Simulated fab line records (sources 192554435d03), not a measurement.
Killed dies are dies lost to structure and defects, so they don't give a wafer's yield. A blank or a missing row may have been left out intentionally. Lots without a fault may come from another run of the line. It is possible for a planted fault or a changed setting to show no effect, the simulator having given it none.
Split-lot trial    flow n5Finfet    21 wafers read across 7 lots, on a route 1938 steps long

## THE SPLIT ITSELF
At N5_BEOL_M9_ETCH_66 (etches SOC in N2/H2, target depth 80 nm, overetch 16 nm, time 120 s), the setting timeS was moved away from the recipe's 120 s on 10 of the 21 wafers read, by -18.9% to +21.7%. For the rest of the wafers, this setting stayed at what the recipe calls for.

The split's own step is where the reading is taken.

## THE READING
SiARC_of_BEOL_M9_COAT_64.thkNm (the simulator's own value, which no gauge read), in nm, at N5_BEOL_M9_ETCH_66 (etches SOC in N2/H2, target depth 80 nm, overetch 16 nm, time 120 s). There is no usual value for it anywhere in the file. Average 6.4 nm, standard deviation 0.11 nm, over the 11 wafers here run with the recipe.

wafer   tool, chamber at the split  timeS as run, s  against the recipe  SiARC_of_BEOL_M9_COAT_64.thkNm, nm  against lot-mates on the recipe
L078.1  rieDiel-04, 3,0             120              recipe              6.4                                 -
L078.6  rieDiel-04, 3,0             120              recipe              6.4                                 -
L078.2  rieDiel-04, 0               138.4            +15.3%              5.4                                 -1.0
L080.1  rieDiel-01, 3               137.7            +14.7%              5.8                                 -0.8
L080.2  rieDiel-01, 0               137.7            +14.7%              5.4                                 -1.2
L080.6  rieDiel-01, 3               120              recipe              6.6                                 -
L092.1  rieDiel-03, 2,0             146              +21.7%              5.4                                 -1.0
L092.4  rieDiel-03, 2,0             146              +21.7%              5.4                                 -1.0
L092.3  rieDiel-03, 3               120              recipe              6.4                                 -
L093.2  rieDiel-01, 2,0             97.35            -18.9%              7.6                                 no lot-mate on the recipe
L093.6  rieDiel-01, 2,0             97.35            -18.9%              7.6                                 no lot-mate on the recipe
L093.5  rieDiel-01, 3               97.35            -18.9%              7.8                                 no lot-mate on the recipe
L094.3  rieDiel-04, 1               120              recipe              6.2                                 -
L094.4  rieDiel-04, 2               120              recipe              6.6                                 -
L094.5  rieDiel-04, 0               120              recipe              6.4                                 -
L096.1  rieDiel-01, 3               120              recipe              6.6                                 -
L096.5  rieDiel-01, 1,0             120              recipe              6.4                                 -
L096.6  rieDiel-01, 1,0             120              recipe              6.4                                 -
L097.2  rieDiel-01, 0               139.2            +16.0%              5.6                                 -0.8
L097.4  rieDiel-01, 2               139.2            +16.0%              5.8                                 -0.6
L097.5  rieDiel-01, 1               120              recipe              6.4                                 -
When a row names more than one chamber, that row covers several wafers, and the file does not tell which wafer ran in which chamber.

FIT RESULTS
A straight line over all 21 wafers: SiARC_of_BEOL_M9_COAT_64.thkNm changes by -0.057 nm for each +1% of timeS; r = -0.98; the points scatter about the line by 0.16 nm.
The same after taking each lot's own level away (the mean of its wafers on the recipe; 18 wafers): -0.0514 nm for each +1%; r = -0.94; scatter 0.16 nm.
Per that fit: largest timeS move, reading shift of 1.1 nm.
Measured against the standard deviation above, the lots' own levels, which go from 6.40 to 6.60 nm, span 1.7 times it.
So the lot-to-lot level changes the slope: the two fits differ.
Check: with one of the wafers moved furthest among these (+21.7%) left out of the fit, the line predicts -1.16 nm for it against its lot-mates. It came out at -1 nm against them.

## OTHER SPLITS ON THESE WAFERS
Note: prior to the reading, these wafers also went through further splits. Each is held against what the fit with the lots' levels taken away leaves over:
other split on the same wafers  wafers away from the commonest value  r with SiARC_of_BEOL_M9_COAT_64.thkNm (lot level and that fit taken away)
N5_BEOL_M5_COAT_22 spinRpm      7                                     +0.21
N5_BEOL_M6_ETCH_62 biasW        6                                     -0.12
N5_BEOL_M6_COAT_22 spinRpm      8                                     -0.16
N5_BEOL_M7_COAT_05 spinRpm      7                                     -0.17
N5_BEOL_M7_ETCH_61 sourceW      11                                    +0.27
N5_BEOL_M7_VIA_ETCH_34 sourceW  8                                     +0.20
N5_BEOL_M7_ETCH_41 sourceW      6                                     -0.06
N5_BEOL_M9_COAT_05 spinRpm      6                                     +0.57
N5_BEOL_M9_DESCUM_16 timeS      9                                     -0.58
N5_BEOL_M9_COAT_22 spinRpm      5                                     +0.09

## THE FILE'S OWN FIT
SiARC_of_BEOL_M9_COAT_64.thkNm changes by -0.0534 nm for each +1% of timeS, r = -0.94.
